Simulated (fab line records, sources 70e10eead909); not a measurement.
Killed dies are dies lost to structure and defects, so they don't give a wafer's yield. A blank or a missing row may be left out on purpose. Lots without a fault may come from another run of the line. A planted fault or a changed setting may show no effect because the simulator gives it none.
Chamber matching | flow nand_harc | NHARC_A_CONTACT_ETCH_92 on rie_diel-07: 4 sister chambers
The step etches the open film in CH3F/O2, target depth 40 nm, time 85.7 s. 16 wafers are shown with their chamber, then 8 later ones without.

WAFERS WITH THEIR CHAMBER
wafer  | chamber | showerhead_plenum_p_Torr (Torr) | drypump_motor_current_A (A) | rf_vpp_V (V)
L075.3 | 1       | 2.42                            | 5.6                         | 243.7
L075.4 | 0       | 2.61                            | 5.8                         | 247.1
L075.6 | 3       | 2.42                            | 5.3                         | 244.8
L078.1 | 3       | 2.41                            | 5.2                         | 244.1
L078.2 | 0       | 2.61                            | 5.8                         | 246.7
L078.4 | 2       | 2.46                            | 5.9                         | 245.1
L082.2 | 0       | 2.61                            | 5.9                         | 247.9
L082.3 | 2       | 2.46                            | 6.0                         | 244.4
L082.6 | 3       | 2.41                            | 5.3                         | 244.5
L085.1 | 3       | 2.41                            | 5.3                         | 244.3
L085.4 | 1       | 2.42                            | 5.7                         | 244.4
L085.6 | 0       | 2.61                            | 5.8                         | 245.8
L083.1 | 1       | 2.42                            | 5.7                         | 245.5
L083.3 | 3       | 2.41                            | 5.3                         | 245.2
L083.6 | 3       | 2.41                            | 5.3                         | 243.9
L089.1 | 3       | 2.41                            | 5.3                         | 243.7

SIGNATURES (means of the wafers above)
reading                  | chamber 0 | chamber 1 | chamber 2 | chamber 3 | scatter within a chamber
showerhead_plenum_p_Torr | 2.6100    | 2.4200    | 2.4600    | 2.4114    | 0.00267
drypump_motor_current_A  | 5.825     | 5.667     | 5.950     | 5.286     | 0.0481
rf_vpp_V                 | 246.875   | 244.533   | 244.750   | 244.357   | 0.696
Rule: a wafer's distance from a chamber is the root of the sum, over the readings, of the square of ((its reading less the chamber's mean) divided by the reading's scatter). The wafer belongs to the nearest chamber; if the next one is less than 2 further off, it can't be placed. The scatter: the root of (the sum of the squares of (reading less its chamber's mean) over the shown wafers, divided by (wafers less chambers)).

WAFERS WITHOUT THEIR CHAMBER
wafer  | showerhead_plenum_p_Torr (Torr) | drypump_motor_current_A (A) | rf_vpp_V (V)
L089.5 | 2.41                            | 5.2                         | 243.3
L089.6 | 2.45                            | 6.0                         | 244.4
L092.4 | 2.41                            | 5.6                         | 244.1
L092.5 | 2.45                            | 6.0                         | 244.0
L092.6 | 2.41                            | 5.6                         | 245.5
L095.1 | 2.40                            | 5.2                         | 243.3
L095.2 | 2.59                            | 5.8                         | 246.7
L095.4 | 2.45                            | 6.0                         | 243.9

WHICH CHAMBER EACH WENT THROUGH
wafer  | from the rows above | in truth
L089.5 | 3                   | 3
L089.6 | 2                   | 2
L092.4 | 1                   | 1
L092.5 | 2                   | 2
L092.6 | 1                   | 1
L095.1 | 3                   | 3
L095.2 | 0                   | 0
L095.4 | 2                   | 2
Placed correctly: 8 of 8. Can't be placed from these rows: 0. Placed wrongly: 0.
